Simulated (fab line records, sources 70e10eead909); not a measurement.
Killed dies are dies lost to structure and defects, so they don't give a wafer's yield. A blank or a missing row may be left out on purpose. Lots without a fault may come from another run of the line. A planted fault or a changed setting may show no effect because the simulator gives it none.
Which tool did it? | flow nand_harc | 13 lots, 39 wafers sampled, at 6 steps of a route of 1159

WHAT THE GAUGES READ, wafer by wafer
NHARC_A_ONON_D1_THK_MEAS_11: measures by ellipsometry.
lot  | measured     | on            | thk_nm (nm)
L567 | day 7 08:27  | film_metro-01 | 1027 1026 1029
L569 | day 8 06:49  | film_metro-02 | 1012 1013 1012
L571 | day 8 06:49  | film_metro-01 | 995 998 998
L572 | day 8 21:49  | film_metro-02 | 984 983 983
L573 | day 9 03:53  | film_metro-02 | 1004 1006 1008
L576 | day 9 15:00  | film_metro-01 | 991 994 993
L579 | day 10 18:36 | film_metro-02 | 1002 1004 1004
L580 | day 10 18:35 | film_metro-01 | 999 999 999
L583 | day 11 14:33 | film_metro-01 | 1013 1015 1014
L584 | day 11 18:08 | film_metro-01 | 1001 1001 1002
L588 | day 12 16:32 | film_metro-01 | 1014 1015 1013
L587 | day 12 16:31 | film_metro-01 | 986 988 988
L589 | day 13 10:29 | film_metro-01 | 993 994 995

NHARC_A_ONON_D1_THK_MEAS_27: measures by ellipsometry.
lot  | measured     | on            | thk_nm (nm)
L567 | day 7 20:03  | film_metro-02 | 984 983 985
L569 | day 8 16:11  | film_metro-01 | 1004 1005 1003
L571 | day 8 16:14  | film_metro-01 | 1004 1004 1003
L572 | day 9 10:04  | film_metro-02 | 1002 1003 1003
L573 | day 10 00:01 | film_metro-02 | 1013 1016 1012
L576 | day 10 00:22 | film_metro-02 | 992 993 992
L579 | day 11 05:22 | film_metro-01 | 1011 1009 1012
L580 | day 11 05:20 | film_metro-02 | 987 987 988
L583 | day 11 23:53 | film_metro-01 | 1009 1010 1009
L584 | day 12 03:31 | film_metro-01 | 1002 1000 1003
L588 | day 13 01:58 | film_metro-02 | 986 987 987
L587 | day 13 01:56 | film_metro-01 | 976 976 975
L589 | day 13 20:31 | film_metro-02 | 1004 1004 1005

NHARC_A_ONON_D1_THK_MEAS_30: measures by ellipsometry.
lot  | measured     | on            | thk_nm (nm)
L567 | day 7 20:37  | film_metro-01 | 1013 1014 1014
L569 | day 8 16:45  | film_metro-01 | 1006 1008 1008
L571 | day 8 16:49  | film_metro-02 | 1013 1012 1011
L572 | day 9 10:38  | film_metro-01 | 1009 1008 1010
L573 | day 10 00:36 | film_metro-02 | 1307 1306 1307
L576 | day 10 00:57 | film_metro-02 | 1273 1274 1273
L579 | day 11 06:03 | film_metro-02 | 1009 1010 1009
L580 | day 11 06:02 | film_metro-01 | 1008 1008 1007
L583 | day 12 00:29 | film_metro-02 | 1003 1002 1002
L584 | day 12 04:05 | film_metro-01 | 1021 1021 1021
L588 | day 13 02:31 | film_metro-01 | 983 984 983
L587 | day 13 02:29 | film_metro-02 | 993 992 991
L589 | day 13 21:05 | film_metro-02 | 1013 1015 1013

NHARC_END_SORT_01.
lot  | measured     | on        | killed_at_array | killed_at_other | killed_at_periphery | killed_dies | killed_open | killed_short
L571 | day 20 08:23 | prober-01 | 19 17 13        | 0 2 1           | 8 7 9               | 27 26 23    | 3 6 5       | 1 2 3
L572 | day 20 01:16 | prober-02 | 30 26 22        | 0 0 0           | 2 3 3               | 32 29 25    | 2 5 3       | 1 0 1
L573 | day 22 01:16 | prober-02 | 677 676 675     | 0 0 1           | 0 1 1               | 677 677 677 | 2 3 1       | 3 1 3
L576 | day 22 01:18 | prober-01 | 674 667 674     | 3 3 1           | 0 7 2               | 677 677 677 | 2 1 4       | 1 3 2
L579 | day 22 09:44 | prober-02 | 31 24 21        | 1 0 0           | 2 2 3               | 34 26 24    | 2 2 3       | 1 1 2
L580 | day 22 09:46 | prober-01 | 33 32 26        | 1 0 0           | 1 3 7               | 35 35 33    | 4 5 6       | 3 1 1
L583 | day 23 19:49 | prober-02 | 21 21 25        | 0 0 0           | 3 5 6               | 24 26 31    | 5 3 3       | 1 1 4
L589 | day 24 19:20 | prober-02 | 41 50 38        | 0 0 0           | 15 6 8              | 56 56 46    | 1 3 1       | 3 2 4

WHICH TOOL RAN EACH LOT (tool, then ch and the chambers of the sampled wafers, then the start)
lot  | NHARC_A_ZERO_WELL_DESCUM_12        | NHARC_A_ONON_D1_DEP_28
L567 | rie_diel-01 ch 0,1,3, day 6 07:56  | pecvd_onon-01 ch 0, day 7 20:07
L569 | rie_diel-12 ch 1,2,3, day 7 05:52  | pecvd_onon-04 ch 0, day 8 16:25
L571 | rie_diel-01 ch 1,2, day 7 08:25    | pecvd_onon-02 ch 0, day 8 16:17
L572 | rie_diel-03 ch 0,2,3, day 7 20:22  | pecvd_onon-02 ch 0, day 9 10:07
L573 | rie_diel-03 ch 2,3, day 8 03:01    | pecvd_onon-04 ch 0, day 10 00:05
L576 | rie_diel-01 ch 0,2,3, day 8 14:28  | pecvd_onon-04 ch 0, day 10 00:26
L579 | rie_diel-03 ch 1,2, day 9 20:25    | pecvd_onon-02 ch 0, day 11 05:32
L580 | rie_diel-01 ch 0,2,3, day 9 21:44  | pecvd_onon-01 ch 0, day 11 05:31
L583 | rie_diel-01 ch 0,2,3, day 10 14:10 | pecvd_onon-02 ch 0, day 11 23:58
L584 | rie_diel-03 ch 1,2, day 10 17:23   | pecvd_onon-02 ch 0, day 12 03:44
L588 | rie_diel-01 ch 0,2,3, day 11 16:16 | pecvd_onon-01 ch 0, day 13 02:01
L587 | rie_diel-01 ch 1,2,3, day 11 17:23 | pecvd_onon-02 ch 0, day 13 01:59
L589 | rie_diel-12 ch 0,1,2, day 12 10:29 | pecvd_onon-04 ch 0, day 13 20:34
- NHARC_A_ZERO_WELL_DESCUM_12: chemistry O2, time 3 s.
- NHARC_A_ONON_D1_DEP_28: target thk 1000 nm.

WHAT THE TOOLS THEMSELVES READ (means of the sampled wafers that have a number; where no wafer has one, the mark that the record gives instead)
NHARC_A_ZERO_WELL_DESCUM_12.
lot  | tool        | drypump_motor_current_A (A) | oes_product_au (a.u.) | rf_vpp_V (V) | showerhead_plenum_p_Torr (Torr) | throttle_valve_pct (%)
L567 | rie_diel-01 | 5.8                         | 1.000                 | 58.1         | 1.83                            | 11.303
L569 | rie_diel-12 | 5.3                         | 1.008                 | 58.0         | 1.97                            | 11.310
L571 | rie_diel-01 | 5.2                         | 1.012                 | 57.3         | 1.95                            | 11.319
L572 | rie_diel-03 | 5.6                         | 1.018                 | 57.6         | 1.94                            | 11.316
L573 | rie_diel-03 | 5.5                         | 1.009                 | 58.5         | 2.03                            | 11.304
L576 | rie_diel-01 | 5.6                         | 1.005                 | 56.8         | 1.87                            | 11.307
L579 | rie_diel-03 | 6.0                         | 1.006                 | 57.5         | 1.88                            | 11.310
L580 | rie_diel-01 | 5.6                         | 1.006                 | 57.4         | 1.87                            | 11.296
L583 | rie_diel-01 | 5.6                         | 1.014                 | 58.6         | 1.87                            | 11.311
L584 | rie_diel-03 | 6.0                         | 0.991                 | 57.1         | 1.88                            | 11.315
L588 | rie_diel-01 | 5.6                         | 1.010                 | 57.5         | 1.87                            | 11.312
L587 | rie_diel-01 | 5.7                         | 0.998                 | 58.3         | 1.90                            | 11.311
L589 | rie_diel-12 | 5.1                         | 1.018                 | 58.0         | 1.97                            | 11.314

THE ANSWER, worked out from the rows above alone
Rule: what is usual is taken from the lots themselves. Put in order of their means at a reading, lots are off if they are a third of the lots or fewer, leave a main group of 4 or more, and stand apart from it by a gap of 3 or more times the standard deviation of the main group's means; of several such gaps the widest counts. A main group whose means are all the same, to the digits that the tables above print for the reading, isn't used. A lot without any number at a reading at which 4 lots or more have one is off too. The other lots that the step has rows for count as sound. The gauges are gone through in route order, then the tools' own readings, and for those a lot's mean is taken as printed above. The first step at which some lot is off is used, and at that step the reading that is off furthest; a lot without a number counts as furthest.
Off: L573, L576, at NHARC_A_ONON_D1_THK_MEAS_30 (thk_nm). The main group: mean 1006 nm, standard deviation 10.
A tool fits if, at a process step before that reading, it ran every lot that is off, and no sound lot after the first of them. The gauges at NHARC_A_ONON_D1_THK_MEAS_30 aren't tried: what is off there is off at NHARC_END_SORT_01 too, on other tools, and a gauge's error can't cause that. None of those tried fits.

WHAT THE SIMULATOR HAD PUT IN
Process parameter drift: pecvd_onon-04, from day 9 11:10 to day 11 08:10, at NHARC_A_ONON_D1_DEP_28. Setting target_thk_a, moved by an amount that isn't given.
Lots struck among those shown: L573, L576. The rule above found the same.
